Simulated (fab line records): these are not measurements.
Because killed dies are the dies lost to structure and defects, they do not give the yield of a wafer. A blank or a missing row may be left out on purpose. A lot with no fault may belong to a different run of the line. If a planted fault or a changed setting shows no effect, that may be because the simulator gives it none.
A lot that was struck, set against a sound lot ; flow nand-harc ; 15 out of 1302 route steps
Sound: these wafers, L677.1, L677.3, L677.6. Struck: wafer L685.4; the same lot's L685.1 was not struck, so it is left out; see the end for the cause.
At each step with rows: each side's tool, then ch and its chambers, then its first start. Under that, the readings that differ: sound wafers ; struck wafers ; difference of the means ; sigmas: that difference in standard deviations of wafers without a fault.
alike: words and numbers the same on both sides, and readings whose means are apart by under 2 such deviations; not compared: readings that were withheld, readings missing a value for some wafer, numbers with overlapping values and no deviation given by the record, and bounds like >300 which may hide the same value.
The two part at a step that has a row with sigmas, a row that says differs or no value, or rows on one side only. When numbers do not overlap yet have no deviation, they are printed without sigmas and do not part them. A reading that every wafer of one side lacks parts them only if that side has two wafers or more.

NHARC_A_DECK1_JOINT_ETCHBACK_00: etches the open film in HBr, target depth 30 nm, time 17.4 s.
  sound on rie-si-03 ch 2,3, day 15 01:43; struck on rie-si-05 ch 0, day 18 12:42
  alike: bias-w, drypump-motor-current-A, oes-product-au, throttle-valve-pct
  not compared: rf-hours-counter-h
then, 8 steps without rows for these wafers: NHARC_A_DECK1_JOINT_PRECLEAN_30 (cleans in SC1); NHARC_A_DECK1_JOINT_SRD_31; NHARC_A_DECK1_JOINT_CVD_34 (deposits SiNx, target thk 20 nm); NHARC_A_DECK1_JOINT_DEP_06 (deposits SiOx, target thk 80 nm); NHARC_A_DECK1_JOINT_CURE_26 (time 32 s); NHARC_A_DECK1_JOINT_ANNEAL_27 (time 3600 s); NHARC_A_DECK1_JOINT_ANNEAL_28 (time 1800 s); NHARC_A_DECK1_JOINT_ANNEAL_29 (time 1800 s).
NHARC_A_DECK1_JOINT_CMP_02: polishes SiOx.
  sound on cmp-04 ch 0,2,3, day 16 00:21; struck on cmp-04 ch 3, day 19 14:59
reading;sound;struck;difference;sigmas
retaining-ring-pressure-frac;1.005 1.000 1.008;0.993;-0.011;-2
  alike: motor-current-A
following that, these wafers have no rows for 1 step: NHARC_A_DECK1_JOINT_SRD_15.
NHARC_A_DECK1_JOINT_DEP_16: deposits SiO2, target thk 45 nm.
  sound on pecvd-01 ch 0,1, day 16 00:41; struck on pecvd-02 ch 0, day 19 15:25
  alike: heater-power-outer-w, heater-power-w, throttle-valve-pct
  not compared: since-wet-clean-h
NHARC_A_DECK1_JOINT_THK_MEAS_17: measures by ellipsometry.
  sound: film-metro-02 at day 16 00:58; struck: film-metro-02 at day 19 15:38
reading;sound;struck;difference;sigmas
thk-nm (nm);44.4 42.9 46.8;15.5;-29.2;-27
NHARC_A_DECK1_JOINT_INSPECT_05:
  sound: defect-inspect-02 at day 16 01:01; struck: defect-inspect-02 at day 19 15:41
reading;sound;struck;difference;sigmas
raw-defect-count;514 839 989;319;-462;-3
following that, these wafers have no rows for 1 step: NHARC_END_SORT_01.

WHERE THEY PART
Last at NHARC_A_DECK1_JOINT_INSPECT_05 as far as this record goes, first at NHARC_A_DECK1_JOINT_CMP_02.

WHY: what had been put in by the simulator
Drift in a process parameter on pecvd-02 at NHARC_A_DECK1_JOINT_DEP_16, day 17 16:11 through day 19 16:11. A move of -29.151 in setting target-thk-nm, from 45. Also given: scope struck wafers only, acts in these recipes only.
